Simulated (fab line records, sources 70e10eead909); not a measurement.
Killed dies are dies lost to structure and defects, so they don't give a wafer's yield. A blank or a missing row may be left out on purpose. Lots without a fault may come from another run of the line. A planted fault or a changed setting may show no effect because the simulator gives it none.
fab line records | flow nand_harc
record lots=15 wafers=43 last_day=33
route steps=1302 shown A_SOURCE_PLATE@416 A_ONON_D1@441 A_CHANNEL_HOLE_D1@463 END@1302
lots that met no fault: from a run of the same line without faults
start_h: hours from the record's first day to the start of the lot's first wafer shown | wait_h: hours since the lot's step before | " the same as in the row above | L1.1+2: a row that stands for several wafers | - no value, or no start given | * or withheld: withheld | < > ~ a bound
route shown NAME@n: a module of which the file shows steps, and the number in the route of the first | usual: mean/standard deviation of fault-free wafers | same: alike in all rows | chamber/n: place in a boat | sites: the reading at each site | _std_site: their standard deviation | _edge_site: outer sites' mean less inner sites' | radius_mm: how far each site lies from the wafer's centre | mask NAME#n: copy n | behind: the tool/chamber that last shaped the wafer | hold: why the lot was held/for how many hours/how that ended | device: the transistor (n, p or np) that didn't switch | end of line: the same wafers' tests at the end of the route | a step without rows: its recipe alone | killed: dies lost to structure and defects at the first sort, not the wafer's yield | map: a wafer's dies, x killed, . not, _ none there
set.NAME: the setting as run; set.NAME@STEP: as run at that earlier step | model.NAME: the simulator's own value behind a step, which no gauge read
steps of the route over a sample of lots; a table a step, a row a wafer
services: from which hour (start_h, from the record's first day; less than 0 if before it) a tool's chamber was out of use, for how many hours, and why
## steps
# step NHARC_A_SOURCE_PLATE_THK_MEAS_09
# recipe thk_meas_gauge=ellipsometry
# usual thk_nm=9.8/0.91
# columns lot.wafer tool chamber start_h wait_h thk_nm
L131.1 film_metro-01 - 152.63 0.4 9.4
L131.3 " - " " 10.0
L131.6 " - " " 9.3
L132.2 film_metro-02 - 152.63 0.4 10.1
L132.4 " - " " 8.9
L132.6 " - " " 9.4
L133.4 film_metro-01 - 166.78 0.4 9.6
L133.5 " - " " 10.7
L133.6 " - " " 8.8
L137.4 film_metro-01 - 210.23 0.4 10.3
L137.5 " - " " 8.9
L137.6 " - " " 10.2
L139.1 film_metro-01 - 230.22 0.4 8.5
L139.4 " - " " 9.9
L139.5 " - " " 9.6
L140.2 film_metro-02 - 240.64 0.4 8.7
L140.3 " - " " 9.6
L140.6 " - " " 10.4
L141.1 film_metro-01 - 259.74 0.4 8.0
L141.5 " - " " 8.3
L141.6 " - " " 9.6
L142.2 film_metro-02 - 259.74 0.4 9.6
L142.3 " - " " 10.3
L142.6 " - " " 9.5
L143.1 film_metro-01 - 272.60 0.4 9.8
L143.5 " - " " 8.2
L145.1 film_metro-01 - 289.28 0.4 10.1
L145.3 " - " " 9.1
L145.4 " - " " 9.7
L147.3 film_metro-01 - 311.37 0.4 9.1
L147.5 " - " " 11.3
L151.2 film_metro-02 - 346.26 0.4 8.5
L151.3 " - " " 9.3
L151.5 " - " " 10.5
L152.3 film_metro-01 - 362.86 0.4 9.6
L152.4 " - " " 9.8
L152.5 " - " " 8.9
L153.2 film_metro-01 - 372.81 0.4 10.1
L153.3 " - " " 10.7
L153.5 " - " " 10.2
L154.2 film_metro-02 - 372.81 0.4 9.8
L154.3 " - " " 10.0
L154.5 " - " " 11.5
# step NHARC_A_ONON_D1_THK_MEAS_24
# recipe thk_meas_gauge=ellipsometry
# usual thk_nm=1002/11
# columns lot.wafer tool chamber start_h wait_h thk_nm
L131.1 film_metro-01 - 178.81 - 1011
L131.3 " - " " 1010
L131.6 " - " " 1009
L132.2 film_metro-02 - 178.82 - 1002
L132.4 " - " " 1001
L132.6 " - " " 1003
L133.4 film_metro-01 - 191.86 - 1021
L133.5 " - " " 1020
L133.6 " - " " 1019
L137.4 film_metro-01 - 234.89 - 1004
L137.5 " - " " 1005
L137.6 " - " " 1003
L139.1 film_metro-02 - 254.93 - 1001
L139.4 " - " " 1001
L139.5 " - " " 1001
L140.2 film_metro-01 - 266.52 - 1012
L140.3 " - " " 1013
L140.6 " - " " 1012
L142.2 film_metro-01 - 284.41 - 968
L142.3 " - " " 965
L142.6 " - " " 967
L141.1 film_metro-01 - 284.58 - 997
L141.5 " - " " 998
L141.6 " - " " 996
L143.1 film_metro-01 - 301.41 - 1006
L143.5 " - " " 1003
L145.1 film_metro-02 - 314.95 - 1006
L145.3 " - " " 1005
L145.4 " - " " 1005
L147.3 film_metro-01 - 335.94 - 986
L147.5 " - " " 988
L151.2 film_metro-02 - 372.17 - 1001
L151.3 " - " " 1001
L151.5 " - " " 1003
L152.3 film_metro-01 - 392.18 - 1019
L152.4 " - " " 1018
L152.5 " - " " 1018
L153.2 film_metro-02 - 398.74 - 1007
L153.3 " - " " 1006
L153.5 " - " " 1008
L154.2 film_metro-01 - 398.74 - 997
L154.3 " - " " 997
L154.5 " - " " 995
# step NHARC_A_ONON_D1_DEP_28
# recipe target_thk_a=10000 n2_flow_sccm=2750 n2o_flow_sccm=2000 nh3_flow_sccm=500 sih4_flow_sccm=210 temp_c=400
# columns lot.wafer tool chamber start_h wait_h
L131.1+3+6 pecvd_onon-03 0 179.43 0.1
L132.2+4+6 pecvd_onon-04 0 179.50 0.1
L133.4+5+6 pecvd_onon-01 0 192.65 0.2
L137.4+5+6 pecvd_onon-04 0 235.68 0.2
L139.1+4+5 pecvd_onon-04 0 255.55 0.1
L140.2+3+6 pecvd_onon-03 0 267.20 0.1
L142.2+3+6 pecvd_onon-04 0 285.09 0.1
L141.1+5+6 pecvd_onon-03 0 285.20 0.1
L143.1+5 pecvd_onon-03 0 302.03 0.1
L145.1+3+4 pecvd_onon-03 0 315.57 0.1
L147.3+5 pecvd_onon-03 0 336.68 0.2
L151.2+3+5 pecvd_onon-01 0 372.85 0.1
L152.3+4+5 pecvd_onon-03 0 392.92 0.2
L153.2+3+5 pecvd_onon-04 0 399.42 0.1
L154.2+3+5 pecvd_onon-01 0 399.43 0.1
# step NHARC_A_ONON_D1_THK_MEAS_30
# recipe thk_meas_gauge=ellipsometry
# usual thk_nm=997/10
# columns lot.wafer tool chamber start_h wait_h thk_nm
L131.1 film_metro-01 - 179.94 - 996
L131.3 " - " " 996
L131.6 " - " " 995
L132.2 film_metro-01 - 179.95 - 1010
L132.4 " - " " 1010
L132.6 " - " " 1010
L133.4 film_metro-01 - 192.99 - 978
L133.5 " - " " 981
L133.6 " - " " 979
L137.4 film_metro-01 - 236.02 - 1006
L137.5 " - " " 1003
L137.6 " - " " 1003
L139.1 film_metro-01 - 256.06 - 1013
L139.4 " - " " 1016
L139.5 " - " " 1015
L140.2 film_metro-02 - 267.65 - 992
L140.3 " - " " 994
L140.6 " - " " 992
L142.2 film_metro-01 - 285.54 - 990
L142.3 " - " " 991
L142.6 " - " " 989
L141.1 film_metro-01 - 285.72 - 989
L141.5 " - " " 989
L141.6 " - " " 989
L143.1 film_metro-01 - 302.54 - 1558
L143.5 " - " " 1023
L145.1 film_metro-02 - 316.08 - 1530
L145.3 " - " " 1530
L145.4 " - " " 997
L147.3 film_metro-02 - 337.07 - 1524
L147.5 " - " " 990
L151.2 film_metro-02 - 373.30 - 1000
L151.3 " - " " 999
L151.5 " - " " 1000
L152.3 film_metro-02 - 393.34 - 989
L152.4 " - " " 987
L152.5 " - " " 987
L153.2 film_metro-01 - 399.87 - 996
L153.3 " - " " 994
L153.5 " - " " 995
L154.2 film_metro-02 - 399.88 - 990
L154.3 " - " " 988
L154.5 " - " " 989
# step NHARC_A_CHANNEL_HOLE_D1_OVL_MEAS_11
# usual overlay_x_nm=-0.3/0.73 overlay_y_nm=-0.2/0.87
# columns lot.wafer tool chamber start_h wait_h overlay_x_nm overlay_y_nm
L131.1 overlay-02 - 183.74 - 0.6 -0.3
L131.3 " - " " 0.0 -0.3
L131.6 " - " " 0.7 0.3
L132.2 overlay-01 - 183.91 - -0.5 0.4
L132.4 " - " " -0.4 0.5
L132.6 " - " " -0.3 0.2
L133.4 overlay-01 - 196.95 - 0.4 1.5
L133.5 " - " " 0.4 1.2
L133.6 " - " " 0.2 1.7
L137.4 overlay-01 - 240.06 - 0.0 -1.9
L137.5 " - " " 0.0 -1.4
L137.6 " - " " -0.1 -1.8
L139.1 overlay-01 - 262.62 - 0.5 -0.5
L139.4 " - " " 0.2 -0.8
L139.5 " - " " 0.5 -0.2
L140.2 overlay-01 - 270.97 - -0.9 -0.5
L140.3 " - " " -0.4 -0.7
L140.6 " - " " -1.0 -0.2
L142.2 overlay-01 - 289.84 - -1.4 -0.6
L142.3 " - " " -1.4 -0.9
L142.6 " - " " -1.3 -1.2
L141.1 overlay-01 - 290.09 - 0.4 0.8
L141.5 " - " " 1.0 0.8
L141.6 " - " " 0.8 0.6
L143.5 overlay-02 - 308.28 - -0.4 -1.4
L145.4 overlay-01 - 321.06 - -0.5 -1.1
L147.5 overlay-02 - 341.74 - 0.1 -0.9
L151.2 overlay-01 - 379.51 - -1.0 0.7
L151.3 " - " " -0.8 0.5
L151.5 " - " " -0.8 1.1
L152.3 overlay-01 - 397.58 - -0.6 -0.9
L152.4 " - " " -0.2 -0.7
L152.5 " - " " 0.0 -0.7
L153.2 overlay-02 - 403.52 - 0.8 0.2
L153.3 " - " " 1.1 -0.3
L153.5 " - " " 1.2 0.3
L154.2 overlay-02 - 405.43 - 0.9 -1.2
L154.3 " - " " 1.3 -1.5
L154.5 " - " " 1.3 -1.0
# step NHARC_END_SORT_01
# recipe temp_c=25
# usual killed_at_array=59/20 killed_at_other=0.8/1.1 killed_at_periphery=5/3.1 killed_dies=64/21 killed_open=3.4/1.9 killed_short=2.3/1.7
# same gross_dies=677
# columns lot.wafer tool chamber start_h wait_h killed_at_array killed_at_other killed_at_periphery killed_dies killed_open killed_short
L143.1 prober-02 0 689.56 2.5 673 0 4 677 0 3
L143.5 prober-02 0 692.74 3.7 56 3 5 64 5 4
L145.1 prober-01 0 700.49 2.5 671 0 6 677 8 3
L145.3 prober-01 0 702.10 3.1 672 1 4 677 4 1
L145.4 prober-01 0 702.90 3.4 89 1 6 96 2 3
L147.3 prober-02 0 739.65 3.1 665 0 12 677 4 1
L147.5 prober-02 0 741.23 3.7 41 1 8 50 4 1
# killed by level:class
L143.1 A_ONON_D1:area_dep=628 A_SLIT:chamber_film_flake=18 A_CONTACT:chamber_film_flake=8 A_WL_FILL:chamber_film_flake=6 A_CHANNEL_HOLE_D1:chamber_film_flake=4 A_STAIRCASE:chamber_film_flake=3 A_M1:chamber_film_flake=3 P_GATE:geometric_particle:short=2
L143.5 A_SLIT:chamber_film_flake=34 A_CHANNEL_HOLE_D1:chamber_film_flake=5 A_CONTACT:chamber_film_flake=5 A_WL_FILL:chamber_film_flake=3 P_M0:geometric_particle:open=2 A_DECK1_JOINT:geometric_particle:short=2 A_STAIRCASE:chamber_film_flake=2 A_SGD_CUT:chamber_film_flake=2
L145.1 A_ONON_D1:area_dep=568 A_CHANNEL_HOLE_D1:chamber_film_flake=32 A_CHANNEL_HOLE_D2:chamber_film_flake=30 A_SLIT:chamber_film_flake=17 A_CONTACT:chamber_film_flake=8 A_STAIRCASE:chamber_film_flake=4 A_SGD_CUT:chamber_film_flake=3 P_M0:geometric_particle:open=2
L145.3 A_ONON_D1:area_dep=588 A_CHANNEL_HOLE_D1:chamber_film_flake=27 A_SLIT:chamber_film_flake=24 A_CHANNEL_HOLE_D2:chamber_film_flake=15 A_CONTACT:chamber_film_flake=7 A_SGD_CUT:chamber_film_flake=3 A_STAIRCASE:chamber_film_flake=3 A_M0:geometric_particle:open=2
L145.4 A_CHANNEL_HOLE_D1:chamber_film_flake=30 A_SLIT:chamber_film_flake=25 A_CHANNEL_HOLE_D2:chamber_film_flake=20 A_CONTACT:chamber_film_flake=4 P_BONDPAD:chamber_film_flake=3 A_STAIRCASE:chamber_film_flake=3 P_GATE:chamber_film_flake=2 P_M2:geometric_particle:open=1
L147.3 A_ONON_D1:area_dep=612 A_CHANNEL_HOLE_D2:chamber_film_flake=20 A_CHANNEL_HOLE_D1:chamber_film_flake=13 A_CONTACT:chamber_film_flake=13 P_CONTACT:geometric_particle:open=4 P_GATE:chamber_film_flake=3 A_SLIT:chamber_film_flake=3 P_STI:chamber_film_flake=2
L147.5 A_CHANNEL_HOLE_D2:chamber_film_flake=18 A_CONTACT:chamber_film_flake=4 A_CHANNEL_FILL_D1:chamber_film_flake=4 A_STAIRCASE:chamber_film_flake=4 A_SLIT:chamber_film_flake=4 P_STI:chamber_film_flake=3 P_GATE:chamber_film_flake=2 A_CHANNEL_HOLE_D1:chamber_film_flake=2
## services
# columns tool chamber start_h hours kind
pecvd_onon-03 - 227.00 13.0 pm
pecvd_onon-01 - 269.23 13.0 pm
pecvd_onon-04 - 311.20 13.0 pm
pecvd_onon-04 - 364.00 3.1 repair
## key
first_sign step=NHARC_A_ONON_D1_THK_MEAS_30 reading=thk_nm direction=up sigmas=52 usual=997 struck=1535
effect step=NHARC_END_SORT_01 reading=killed_at_array direction=up sigmas=31 usual=59 struck=670
more_kills_born_at NHARC_A_ONON_D1_DEP_28@pecvd_onon-03=2396
met_at NHARC_A_ONON_D1_DEP_28
struck_lots L143,L145,L147
struck_wafers L143.1,L145.1,L145.3,L147.3
later_rows_left_out L143.1,L145.1,L145.3,L147.3
tester_left_out L143,L145,L147
not_acting_at NHARC_A_SOURCE_PLATE_THK_MEAS_09,NHARC_A_ONON_D1_THK_MEAS_24,NHARC_A_CHANNEL_HOLE_D1_OVL_MEAS_11
onset_between 285.20 302.03
fault kind=process_parameter_drift tool=pecvd_onon-03 chamber=- onset_h=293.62 steps=NHARC_A_ONON_D1_DEP_28 channel=target_thk_a offset=* shape=step end_h=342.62 scope=struck_wafers_only acts_in=* stated=*
# tester_left_out: of these lots the tester's yield and bins aren't shown, on N5 and GAA mostly nor the transistor test; their killed dies are dies lost to structure and defects alone, not to doping, threshold or leakage, so they don't give the yield
# later_rows_left_out: the simulator's readings of these wafers behind a module that went badly wrong aren't trusted and aren't shown, but for the sort
